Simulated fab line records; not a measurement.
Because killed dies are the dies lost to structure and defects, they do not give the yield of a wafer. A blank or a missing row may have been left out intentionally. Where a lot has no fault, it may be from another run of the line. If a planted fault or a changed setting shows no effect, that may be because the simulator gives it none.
Which tool did it? -- flow n5-finfet -- 36 wafers from 12 lots sampled at 4 of the route's 1938 steps

WHAT EACH GAUGE READ, for each wafer
N5_BEOL_M5_CD_MEAS_11: the cd target is 27.74 nm.
lot,measured,on,cd-nm (nm)
L076,day 8 08:50,cd-sem-01,27.9 28.0 28.1
L077,day 8 14:22,cd-sem-01,27.6 28.5 28.2
L079,day 9 06:24,cd-sem-02,27.7 27.4 27.5
L080,day 9 15:23,cd-sem-02,28.0 27.7 27.8
L083,day 10 08:10,cd-sem-03,28.0 27.9 28.2
L085,day 10 17:50,cd-sem-02,27.9 27.6 27.6
L088,day 11 07:05,cd-sem-03,28.6 28.1 28.0
L089,day 11 16:37,cd-sem-01,28.2 28.0 28.0
L090,day 12 18:28,cd-sem-03,28.5 28.2 27.8
L092,day 13 05:22,cd-sem-03,28.1 28.1 28.2
L095,day 13 15:25,cd-sem-03,28.1 28.0 28.2
L097,day 14 03:32,cd-sem-03,27.6 27.9 27.9

EACH LOT AND THE TOOL THAT RAN IT (in order: tool; ch and the chambers of the sampled wafers; start)
lot,N5_BEOL_M4_DEP_57,N5_BEOL_M5_CURE_79,N5_BEOL_M5_PECVD_70
L076,"pecvd-02 ch 0,1, day 8 06:32","uv-cure-01 ch 0, day 8 07:41","pecvd-03 ch 0,1, day 8 08:14"
L077,"pecvd-03 ch 1,2, day 8 11:29","uv-cure-02 ch 1, day 8 12:42","pecvd-03 ch 0,1,2, day 8 13:10"
L079,"pecvd-02 ch 0,1, day 9 03:35","uv-cure-03 ch 2, day 9 04:46","pecvd-01 ch 0,2, day 9 05:19"
L080,"pecvd-02 ch 0,1,2, day 9 11:02","uv-cure-02 ch 0, day 9 12:27","pecvd-01 ch 0,1,2, day 9 13:00"
L083,"pecvd-04 ch 1,2, day 10 03:19","uv-cure-01 ch 1, day 10 04:40","pecvd-03 ch 0,1, day 10 05:13"
L085,"pecvd-02 ch 0,1,2, day 10 15:06","uv-cure-02 ch 0, day 10 16:42","pecvd-01 ch 0,1,2, day 10 17:16"
L088,"pecvd-03 ch 0,1,2, day 11 03:46","uv-cure-02 ch 2, day 11 04:55","pecvd-02 ch 0,1,2, day 11 05:28"
L089,"pecvd-03 ch 0,2, day 11 10:51","uv-cure-02 ch 0, day 11 11:59","pecvd-02 ch 0,1,2, day 11 12:32"
L090,"pecvd-02 ch 0,1, day 12 15:07","uv-cure-02 ch 0, day 12 16:20","pecvd-03 ch 0,2, day 12 16:49"
L092,"pecvd-03 ch 1,2, day 13 02:11","uv-cure-02 ch 2, day 13 03:26","pecvd-02 ch 0,1,2, day 13 03:55"
L095,"pecvd-02 ch 0,2, day 13 11:53","uv-cure-03 ch 2, day 13 13:12","pecvd-01 ch 1,2, day 13 13:35"
L097,"pecvd-02 ch 0,1,2, day 14 01:23","uv-cure-03 ch 1, day 14 02:37","pecvd-03 ch 1,2, day 14 03:05"
- N5_BEOL_M4_DEP_57: deposits SiCN from 3MS/NH3, target thk 8 nm, time 14 s.
- N5_BEOL_M5_CURE_79: cures SiCOH lowk, time 240 s.
- N5_BEOL_M5_PECVD_70: deposits SiO2 from TEOS/O2, target thk 16 nm, time 18 s.

THE ANSWER, worked out from the rows above alone
Rule: the usual values come from the lots themselves. The widest of any qualifying gaps counts: lots, ordered by their means at a reading, are off when they make up no more than a third of the lots, leave a main group of 4 or more, and stand apart from it by 3 or more times the standard deviation of that group's means. A main group whose means are all the same, to the digits that the tables above print for the reading, isn't used. Also off: a lot with no number at a reading for which 4 or more lots have one. Where the step has rows for the other lots, those lots are counted as sound.
Nothing can be told from this: no lot is off at any reading shown.

WHAT THE SIMULATOR HAD INSERTED
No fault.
